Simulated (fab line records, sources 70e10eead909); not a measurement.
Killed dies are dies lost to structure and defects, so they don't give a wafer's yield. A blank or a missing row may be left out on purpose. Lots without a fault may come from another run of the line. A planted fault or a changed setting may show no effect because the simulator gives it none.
Which tool did it? | flow nand_harc | 14 lots, 40 wafers sampled, at 5 steps of a route of 1302

WHAT THE GAUGES READ, wafer by wafer
NHARC_A_ONON_D2_THK_MEAS_27: measures by ellipsometry. Usual: thk_nm 998 nm, standard deviation 8.4.
lot  | measured     | on            | thk_nm (nm)    | flag
L426 | day 13 15:51 | film_metro-01 | 1003 1004 1002 |
L428 | day 13 23:38 | film_metro-02 | 980 978 978    |
L427 | day 13 23:40 | film_metro-01 | 991 991 992    |
L430 | day 15 05:18 | film_metro-01 | 1009 1011 1012 |
L429 | day 15 05:19 | film_metro-02 | 993 996 993    |
L431 | day 15 13:26 | film_metro-01 | 993 994 994    |
L433 | day 16 07:07 | film_metro-01 | 995 996        |
L435 | day 16 20:32 | film_metro-01 | 1004 1003      |
L442 | day 19 18:55 | film_metro-01 | 994 992 994    |
L443 | day 20 06:44 | film_metro-01 | 1001 1000 1001 |
L444 | day 21 00:44 | film_metro-02 | 992 994 996    |
L445 | day 21 07:25 | film_metro-01 | 1005 1005 1006 |
L446 | day 21 17:41 | film_metro-01 | 1006 1009 1007 |
L448 | day 22 19:55 | film_metro-02 | 1005 1007 1005 |

NHARC_A_ONON_D2_THK_MEAS_34: measures by ellipsometry. Usual: thk_nm 199 nm, standard deviation 3.3.
lot  | measured     | on            | thk_nm (nm) | flag
L426 | day 13 16:53 | film_metro-02 | 200 196 199 |
L428 | day 14 00:41 | film_metro-01 | 194 196 200 |
L427 | day 14 00:45 | film_metro-02 | 198 195 199 |
L430 | day 15 06:20 | film_metro-01 | 194 202 197 |
L429 | day 15 06:22 | film_metro-01 | 200 205 199 |
L431 | day 15 14:28 | film_metro-02 | 195 193 199 |
L433 | day 16 08:10 | film_metro-01 | 199 202     |
L435 | day 16 21:35 | film_metro-01 | 192 206     |
L442 | day 19 20:05 | film_metro-01 | 192 197 198 |
L443 | day 20 07:46 | film_metro-02 | 199 198 204 |
L444 | day 21 01:46 | film_metro-02 | 197 195 201 |
L445 | day 21 08:27 | film_metro-02 | 205 205 207 |
L446 | day 21 18:44 | film_metro-02 | 202 198 199 |
L448 | day 22 20:56 | film_metro-01 | 200 204 203 |

NHARC_END_SORT_01. Usual: killed_at_array 54, standard deviation 17; killed_at_other 0.7, standard deviation 1; killed_at_periphery 3.7, standard deviation 2.9; killed_dies 58, standard deviation 16; killed_open 3.2, standard deviation 1.9; killed_short 2.2, standard deviation 1.5.
lot  | measured     | on        | killed_at_array | killed_at_other | killed_at_periphery | killed_dies | killed_open | killed_short | flag
L426 | day 24 21:10 | prober-01 | 51 42 47        | 3 5 0           | 11 8 9              | 65 55 56    | 6 3 5       | 1 1 0        |
L433 | day 27 23:08 | prober-01 | 56              | 0               | 2                   | 58          | 2           | 3            |
L435 | day 28 06:55 | prober-02 | 61 70           | 1 0             | 0 0                 | 62 70       | 4 4         | 1 2          |
L442 | day 31 08:20 | prober-01 | 50 59 71        | 0 0 0           | 3 6 12              | 53 65 83    | 2 4 7       | 1 5 1        |
L443 | day 31 17:40 | prober-01 | 75 67 83        | 0 0 0           | 2 2 2               | 77 69 85    | 4 0 3       | 2 2 1        |
L446 | day 33 06:00 | prober-01 | 54 37 40        | 2 0 1           | 1 5 1               | 57 42 42    | 3 7 4       | 4 3 1        |
L448 | day 34 14:29 | prober-01 | 61 66 36        | 0 1 2           | 3 2 7               | 64 69 45    | 4 7 8       | 3 4 2        |

WHICH TOOL RAN EACH LOT (tool, then ch and the chambers of the sampled wafers, then the start)
lot  | NHARC_A_CHANNEL_HOLE_D2_SOFTBAKE_05 | NHARC_A_CHANNEL_HOLE_D2_ETCH_34
L426 | litho_track-04 ch 0, day 14 04:00   | rie_diel-03 ch 1,2, day 24 21:10 or earlier
L428 | litho_track-04 ch 0, day 14 07:00   | rie_diel-08 ch 0,2,3, no start
L427 | litho_track-06 ch 0, day 14 07:00   | rie_diel-01 ch 0,1,2, no start
L430 | litho_track-04 ch 0, day 15 09:00   | rie_diel-03 ch 0,1,3, no start
L429 | litho_track-01 ch 0, day 15 09:00   | rie_diel-01 ch 1,2,3, no start
L431 | litho_track-01 ch 0, day 15 16:00   | rie_diel-03 ch 2,3, no start
L433 | litho_track-01 ch 0, day 16 12:00   | rie_diel-03 ch 2,3, day 27 23:08 or earlier
L435 | litho_track-01 ch 0, day 16 23:00   | rie_diel-03 ch 3, day 28 06:55 or earlier
L442 | litho_track-06 ch 0, day 20 01:00   | rie_diel-03 ch 0,1,3, day 31 08:20 or earlier
L443 | litho_track-04 ch 0, day 20 14:00   | rie_diel-08 ch 0,2,3, day 31 17:40 or earlier
L444 | litho_track-06 ch 0, day 21 04:00   | rie_diel-03 ch 2,3, no start
L445 | litho_track-06 ch 0, day 21 12:00   | rie_diel-01 ch 1,2,3, no start
L446 | litho_track-01 ch 0, day 21 21:00   | rie_diel-03 ch 1,2, day 33 06:00 or earlier
L448 | litho_track-01 ch 0, day 23 02:00   | rie_diel-03 ch 1,2, day 23 03:22
- NHARC_A_CHANNEL_HOLE_D2_SOFTBAKE_05: time 55 s.
- NHARC_A_CHANNEL_HOLE_D2_ETCH_34: etches the open film in CF4/CHF3, target depth 154 nm, time 77 s.

WHAT THE TOOLS THEMSELVES READ (means of the sampled wafers that have a number; where no wafer has one, the mark that the record gives instead)
NHARC_A_CHANNEL_HOLE_D2_SOFTBAKE_05. Usual: heater_power_total_W 188.46 W, standard deviation 0.15.
lot  | tool           | heater_power_total_W (W) | flag
L426 | litho_track-04 | 188.72                   |
L428 | litho_track-04 | 188.38                   |
L427 | litho_track-06 | 188.46                   |
L430 | litho_track-04 | 188.38                   |
L429 | litho_track-01 | 188.35                   |
L431 | litho_track-01 | 188.38                   |
L433 | litho_track-01 | 205.45                   | OFF
L435 | litho_track-01 | 205.65                   | OFF
L442 | litho_track-06 | 188.48                   |
L443 | litho_track-04 | 188.47                   |
L444 | litho_track-06 | 188.34                   |
L445 | litho_track-06 | 188.37                   |
L446 | litho_track-01 | 188.52                   |
L448 | litho_track-01 | 188.53                   |

NHARC_A_CHANNEL_HOLE_D2_ETCH_34. Usual: drypump_motor_current_A 5.7 A, standard deviation 0.45; oes_product_au 0.961 a.u., standard deviation 0.02; rf_vpp_V 371.5 V, standard deviation 1.6; showerhead_plenum_p_Torr 1.60 Torr, standard deviation 0.043; throttle_valve_pct 16.803 %, standard deviation 0.0091.
lot  | tool        | drypump_motor_current_A (A) | oes_product_au (a.u.) | rf_vpp_V (V) | showerhead_plenum_p_Torr (Torr) | throttle_valve_pct (%) | flag
L426 | rie_diel-03 | 5.8                         | 0.930                 | 369.3        | 1.57                            | 16.805                 |
L428 | rie_diel-08 | 5.2                         | 0.977                 | 373.0        | 1.63                            | 16.800                 |
L427 | rie_diel-01 | 5.9                         | 0.963                 | 372.3        | 1.62                            | 16.800                 |
L430 | rie_diel-03 | 5.6                         | 0.952                 | 371.8        | 1.60                            | 16.797                 |
L429 | rie_diel-01 | 5.9                         | 0.962                 | 371.5        | 1.60                            | 16.800                 |
L431 | rie_diel-03 | 5.5                         | 0.976                 | 371.5        | 1.62                            | 16.801                 |
L433 | rie_diel-03 | 5.6                         | 0.970                 | 370.6        | 1.60                            | 16.794                 |
L435 | rie_diel-03 | 5.2                         | 0.960                 | 374.1        | 1.65                            | 16.786                 |
L442 | rie_diel-03 | 5.6                         | 0.928                 | 371.3        | 1.59                            | 16.803                 |
L443 | rie_diel-08 | 5.2                         | 0.974                 | 372.4        | 1.62                            | 16.803                 |
L444 | rie_diel-03 | 5.5                         | 0.978                 | 371.6        | 1.62                            | 16.798                 |
L445 | rie_diel-01 | 5.9                         | 0.973                 | 371.8        | 1.60                            | 16.807                 |
L446 | rie_diel-03 | 5.5                         | 0.966                 | 371.4        | 1.58                            | 16.813                 |
L448 | rie_diel-03 | 5.5                         | 0.941                 | 370.9        | 1.57                            | 16.800                 |

THE ANSWER, worked out from the rows above alone
Rule: a lot is off if the mean of its wafers that have a number lies more than 3 standard deviations from the usual mean. A lot without any number at a reading at which 4 lots or more have one is off too. The other lots that the step has rows for count as sound. The gauges are gone through in route order, then the tools' own readings, and for those a lot's mean is taken as printed above. The first step at which some lot is off is used, and at that step the reading that is off furthest; a lot without a number counts as furthest.
Off: L433, L435, at NHARC_A_CHANNEL_HOLE_D2_SOFTBAKE_05 (heater_power_total_W).
A tool fits if, at that step or a process step before it, it ran every lot that is off, and no sound lot after the first of them. None of those tried fits.

WHAT THE SIMULATOR HAD PUT IN
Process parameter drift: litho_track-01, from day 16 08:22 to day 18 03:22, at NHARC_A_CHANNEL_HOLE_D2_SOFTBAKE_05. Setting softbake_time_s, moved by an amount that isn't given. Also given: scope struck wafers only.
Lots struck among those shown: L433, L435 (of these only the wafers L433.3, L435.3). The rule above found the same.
